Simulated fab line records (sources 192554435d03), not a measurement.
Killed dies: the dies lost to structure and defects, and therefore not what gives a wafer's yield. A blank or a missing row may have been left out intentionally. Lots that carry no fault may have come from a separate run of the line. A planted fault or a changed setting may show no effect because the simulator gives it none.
Which of the tools did it?	flow n5_finfet	6 lots with 18 wafers sampled at 3 steps, on a route of 1938 steps

== WHAT THE GAUGES SHOWED, per wafer ==
N5_GATE_CUT_THK_MEAS_24.
lot	measured	on	GC_FILL_THK (nm)
L538	day 4 17:57	film_metro-02	215.7 217.7 218.7
L542	day 5 19:00	film_metro-02	218.1 220.8 221.3
L550	day 7 22:49	film_metro-02	221.2 218.8 221.4
L555	day 9 01:03	film_metro-01	217.9 218.2 218.8
L557	day 9 11:55	film_metro-01	215.1 221.9 219.8
L560	day 10 08:12	film_metro-02	220.1 222.5 222.3

== EACH LOT AND THE TOOL THAT RAN IT (in order: tool; ch and the chambers of the sampled wafers; start) ==
lot	N5_GATE_CUT_HM_DEP_46	N5_GATE_CUT_ALD_22
L538	pecvd-03 ch 0,2, day 4 14:23	ald_sin-04 ch 1,2,3, day 4 16:10
L542	pecvd-04 ch 1,2, day 5 15:32	ald_sin-01 ch 0,2, day 5 17:13
L550	pecvd-02 ch 0,2, day 7 19:25	ald_sin-03 ch 1,2,3, day 7 20:51
L555	pecvd-04 ch 0,1,2, day 8 21:58	ald_sin-03 ch 0,1,2, day 8 23:16
L557	pecvd-03 ch 0,1,2, day 9 08:40	ald_sin-03 ch 0,1,3, day 9 10:07
L560	pecvd-04 ch 0,1,2, day 10 04:44	ald_sin-01 ch 1,3, day 10 06:25
- N5_GATE_CUT_HM_DEP_46: deposits SiO2 from TEOS/O2, target thk 130 nm, time 26.6 s.
- N5_GATE_CUT_ALD_22: deposits SiNx, target thk 16 nm, pulse time 1 s, ald cycles 320.

== THE ANSWER, worked out from the rows above alone ==
Rule: the usual values come from the lots themselves. The widest of any qualifying gaps counts: lots, ordered by their means at a reading, are off when they make up no more than a third of the lots, leave a main group of 4 or more, and stand apart from it by 3 or more times the standard deviation of that group's means. Not used: any main group whose means are identical at the precision the tables above print for the reading. Also off: a lot with no number at a reading for which 4 or more lots have one. All remaining lots with rows at the step are treated as sound.
None of the lots is off at any reading shown; this tells nothing.

== WHAT THE SIMULATOR HAD INSERTED ==
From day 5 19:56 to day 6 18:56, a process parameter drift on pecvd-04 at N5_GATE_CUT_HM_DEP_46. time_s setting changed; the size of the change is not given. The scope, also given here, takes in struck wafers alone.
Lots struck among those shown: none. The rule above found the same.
